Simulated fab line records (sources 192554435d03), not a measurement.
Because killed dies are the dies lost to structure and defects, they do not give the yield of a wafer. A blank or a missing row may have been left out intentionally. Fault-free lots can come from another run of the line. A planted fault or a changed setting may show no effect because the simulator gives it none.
Matching of chambers / flow n5_finfet / rie_diel-04 running N5_SDB_ETCH_17: 4 sister chambers
The step etches SiARC in CF4, target depth 23.4 nm, time 39 s. 4 wafers are shown with their chamber, then 7 later ones without.

## WAFERS, EACH WITH ITS CHAMBER
wafer=L085.5; chamber=3; throttle_valve_pct (%)=15.68
wafer=L092.5; chamber=1; throttle_valve_pct (%)=15.20
wafer=L094.1; chamber=0; throttle_valve_pct (%)=15.50
wafer=L094.3; chamber=2; throttle_valve_pct (%)=15.74

## WAFERS WHOSE CHAMBER IS MISSING
wafer=L094.4; throttle_valve_pct (%)=15.21
wafer=L095.2; throttle_valve_pct (%)=15.22
wafer=L095.4; throttle_valve_pct (%)=15.20
wafer=L095.5; throttle_valve_pct (%)=15.21
wafer=L096.1; throttle_valve_pct (%)=15.51
wafer=L096.3; throttle_valve_pct (%)=15.75
wafer=L096.6; throttle_valve_pct (%)=15.51

## CHAMBER TAKEN BY EACH
wafer=L094.4; from the rows above=1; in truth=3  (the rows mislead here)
wafer=L095.2; from the rows above=1; in truth=1
wafer=L095.4; from the rows above=1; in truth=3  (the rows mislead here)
wafer=L095.5; from the rows above=1; in truth=1
wafer=L096.1; from the rows above=0; in truth=0
wafer=L096.3; from the rows above=2; in truth=2
wafer=L096.6; from the rows above=0; in truth=0
Correctly placed: 5 of 7. Number that these rows cannot place: 0. 2 placed wrongly.
How it was worked out, from the rows above alone: a wafer's distance from a chamber is the root of the sum, over the readings, of the square of ((its reading less the chamber's mean) divided by the reading's scatter). The wafer belongs to the nearest chamber; if the next one is less than 2 further off, it can't be placed. The mean given for a chamber averages the wafers shown for that chamber. The scatter: with one shown wafer a chamber, the root of the mean of the squares of how far each hidden wafer lies from its nearest shown one.
